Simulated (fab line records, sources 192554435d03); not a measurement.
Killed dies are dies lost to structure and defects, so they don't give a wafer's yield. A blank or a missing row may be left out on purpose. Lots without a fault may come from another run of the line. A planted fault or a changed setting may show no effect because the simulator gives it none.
Chamber matching | flow n5_finfet | N5_BEOL_M4_ALD_84 on ald_metal-02: 4 sister chambers
The step deposits TaN, pulse time 2 s, purge time 3 s, co reactant purge time 2 s. 4 wafers are shown with their chamber, then 11 later ones without.

WAFERS WITH THEIR CHAMBER
wafer  | chamber | heater_power_w (W)
L089.6 | 3       | 425
L092.4 | 2       | 410
L092.5 | 1       | 391
L093.1 | 0       | 336

WAFERS WITHOUT THEIR CHAMBER
wafer  | heater_power_w (W)
L093.4 | 423
L093.6 | 423
L096.1 | 389
L096.3 | 412
L096.5 | 425
L094.1 | 339
L094.5 | 343
L094.6 | 400
L097.2 | 345
L097.4 | 417
L097.6 | 398

WHICH CHAMBER EACH WENT THROUGH
wafer  | from the rows above     | in truth
L093.4 | can't be placed: 3 or 2 | 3
L093.6 | can't be placed: 3 or 2 | 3
L096.1 | 1                       | 1
L096.3 | can't be placed: 2 or 3 | 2
L096.5 | 3                       | 3
L094.1 | 0                       | 0
L094.5 | 0                       | 0
L094.6 | can't be placed: 1 or 2 | 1
L097.2 | 0                       | 0
L097.4 | can't be placed: 2 or 3 | 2
L097.6 | can't be placed: 1 or 2 | 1
Placed correctly: 5 of 11. Can't be placed from these rows: 6 (the true chamber is among the candidates in 6). Placed wrongly: 0.
How it was worked out, from the rows above alone: a wafer's distance from a chamber is the root of the sum, over the readings, of the square of ((its reading less the chamber's mean) divided by the reading's scatter). The wafer belongs to the nearest chamber; if the next one is less than 2 further off, it can't be placed. A chamber's mean is the mean of its shown wafers. The scatter: with one shown wafer a chamber, the root of the mean of the squares of how far each hidden wafer lies from its nearest shown one.
